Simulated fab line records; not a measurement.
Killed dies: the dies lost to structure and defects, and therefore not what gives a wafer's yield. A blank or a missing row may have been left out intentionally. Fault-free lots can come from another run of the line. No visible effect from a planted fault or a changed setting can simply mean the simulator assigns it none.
A lot that was struck, set against a sound lot -- flow nandHarc -- 39 steps out of a route of 1302
Sound: the wafers L586.1, L586.2, L586.4. Struck: wafer L589.3. (L589.2, L589.6 of the same lot were not struck and are left out.) The cause comes at the end.
Each step with rows lists, per side, the tool, then ch with its chambers, then its first start. Under that, the readings that differ: sound wafers -- struck wafers -- difference of the means -- sigmas: that difference in standard deviations of wafers without a fault.
alike: same words and numbers on both sides, and readings whose means sit less than 2 such deviations apart. not compared: any withheld reading, any reading some wafer has no value for, any bound like >300 that may hide the same value, and any number with overlapping values for which the record gives no deviation.
Wherever a step has rows on one side only, a row that says differs or no value, or a row with sigmas, the two part there. Numbers that have no deviation but don't overlap get no sigmas and don't part them. A reading that every wafer of one side lacks parts them only if that side has two wafers or more.

first, 5 steps without rows for these wafers: NHARC_A_WL_FILL_SRD_14; NHARC_A_WL_FILL_ALD_19 (deposits TiN, target thk 2 nm, pulse time 3 s, ald cycles 100); NHARC_A_WL_FILL_CVD_20 (deposits W, target thk 100 nm, time 74 s); NHARC_A_WL_FILL_CMP_12 (polishes, t overpolish 30 s, target thk 100 nm); NHARC_A_WL_FILL_SRD_31.
NHARC_A_WL_FILL_INSPECT_15:
  struck on defectInspect-02, day 26 08:11; sound on defectInspect-01, day 24 05:48
  alike: rawDefectCount
then, 1 step without rows for these wafers: NHARC_A_CONTACT_DEP_24 (deposits SiO2, target thk 500 nm).
NHARC_A_CONTACT_DEP_28: deposits aC, target thk 7000 nm.
  sound on aclDep-02 ch 0, day 24 06:29; struck on aclDep-01 ch 0, day 26 09:34
  alike: throttleValvePct
NHARC_A_CONTACT_DEP_29: deposits SiON, target thk 100 nm.
  sound on pecvd-04 ch 1,2, day 24 10:48; struck on pecvd-04 ch 1, day 26 13:08
  alike: heaterPowerW
  not compared: sinceWetCleanH
then, 10 steps without rows for these wafers: NHARC_A_CONTACT_DEHYDRATE_32 (time 120 s); NHARC_A_CONTACT_HMDS_33 (time 30 s); NHARC_A_CONTACT_COAT_34 (time 75 s); NHARC_A_CONTACT_COAT_35 (time 65 s); NHARC_A_CONTACT_COAT_36 (resist thk 90 nm); NHARC_A_CONTACT_SOFTBAKE_37 (time 55 s); NHARC_A_CONTACT_EBR_38; NHARC_A_CONTACT_EXPOSE_39 (exposes mask A CC 3); NHARC_A_CONTACT_PEB_40 (peb time 65 s); NHARC_A_CONTACT_DEVELOP_41 (develop time 35 s).
NHARC_A_CONTACT_CD_MEAS_42: target cd 300 nm.
  sound on cdSem-03 ch 0, day 24 11:31; struck on cdSem-02 ch 0, day 26 13:42
  alike: cdNm
NHARC_A_CONTACT_OVL_MEAS_43:
  struck on overlay-02, day 26 13:47; sound on overlay-01, day 24 11:37
reading,sound,struck,difference,sigmas
overlayYNm (nm),1.9 3.0 1.8,-0.7,-2.9,-3
  alike: overlayXNm
NHARC_A_CONTACT_INSPECT_44:
  struck on defectInspect-01, day 26 13:49; sound on defectInspect-02, day 24 11:38
reading,sound,struck,difference,sigmas
rawDefectCount,118 100 107,14,-94,-3
then, 4 steps without rows for these wafers: NHARC_A_CONTACT_DESCUM_47 (chemistry O2, time 3 s); NHARC_A_CONTACT_ETCH_48 (etches the open film in CF4, target depth 39 nm, time 65 s); NHARC_A_CONTACT_ETCH_49 (etches the open film in N2/H2, target depth 260 nm, time 475.3 s); NHARC_A_CONTACT_ETCH_50 (etches the open film in CF4/CHF3, target depth 121 nm, time 60.5 s).
NHARC_A_CONTACT_ETCH_51: etches the open film in O2/COS, target depth 7000 nm, time 1820 s.
  sound on rieDiel-09 ch 0,1,2; struck on rieDiel-09 ch 3
reading,sound,struck,difference,sigmas
rfHoursCounterH (h),10 9 10,19,+9,
rfVppV (V),313.9 310.9 310.0,316.0,+4.4,+2
showerheadPlenumPTorr (Torr),3.16 2.91 2.90,3.30,+0.31,+2
  alike: drypumpMotorCurrentA, oesProductAu, throttleValvePct
NHARC_A_CONTACT_ETCH_111: etches the open film in C4F8/O2/Ar, time 140 s, target depth 700 nm.
  sound on harCapEtch-01 ch 0,1, day 24 13:32; struck on harCapEtch-02 ch 1, day 26 15:44
  not compared: rfHoursCounterH
NHARC_A_CONTACT_ETCH_112: etches the open film in C4F8/O2/Ar, time 190 s, target depth 1850 nm.
  sound on harCapEtch-01 ch 0,1, day 24 13:44; struck on harCapEtch-02 ch 1, day 26 16:00
  not compared: rfHoursCounterH
then, 1 step without rows for these wafers: NHARC_A_CONTACT_ETCH_113 (etches the open film in C4F8/O2/Ar, time 190 s, target depth 1850 nm).
NHARC_A_CONTACT_ETCH_114: etches the open film in C4F8/O2/Ar, time 190 s, target depth 1850 nm.
  sound on harCapEtch-01 ch 0,1, day 24 14:04; struck on harCapEtch-02 ch 1, day 26 16:27
  not compared: rfHoursCounterH
then, 7 steps without rows for these wafers: NHARC_A_CONTACT_ETCH_115 (etches the open film in C4F8/O2/Ar, time 190 s, target depth 1850 nm); NHARC_A_CONTACT_ETCH_116 (etches the open film in C4F8/O2/Ar, time 190 s, target depth 1850 nm); NHARC_A_CONTACT_ETCH_117 (etches the open film in C4F8/O2/Ar, time 190 s, target depth 1850 nm); NHARC_A_CONTACT_ETCH_118 (etches the open film in C4F8/O2/Ar, time 190 s, target depth 1850 nm); NHARC_A_CONTACT_ETCH_119 (etches the open film in C4F8/O2/Ar, time 190 s, target depth 1850 nm); NHARC_A_CONTACT_ETCH_120 (etches the open film in C4F8/O2/Ar, time 190 s, target depth 1850 nm); NHARC_A_CONTACT_ETCH_121 (etches the open film in C4F8/O2/Ar, time 190 s, target depth 1850 nm).
-- break in the record here, with 3 days between the starts of the struck wafers on either side (left off in module A_CONTACT, picked up again in module END, where the first step shown is number 1302 on the route) --
NHARC_END_SORT_01:
  sound on prober-02 ch 0, day 27 14:16; struck on prober-01 ch 0, day 29 16:32
reading,sound,struck,difference,sigmas
killedAtArray,33 67,669,+619,+36
killedDies,40 69,673,+618,+36
killedShort,2 5,0,-4,-2
  alike: killedAtOther, killedAtPeriphery, killedOpen

WHERE THEY PART
Earliest at NHARC_A_CONTACT_OVL_MEAS_43; latest, in this record, at NHARC_END_SORT_01.

WHY: what had been put in by the simulator
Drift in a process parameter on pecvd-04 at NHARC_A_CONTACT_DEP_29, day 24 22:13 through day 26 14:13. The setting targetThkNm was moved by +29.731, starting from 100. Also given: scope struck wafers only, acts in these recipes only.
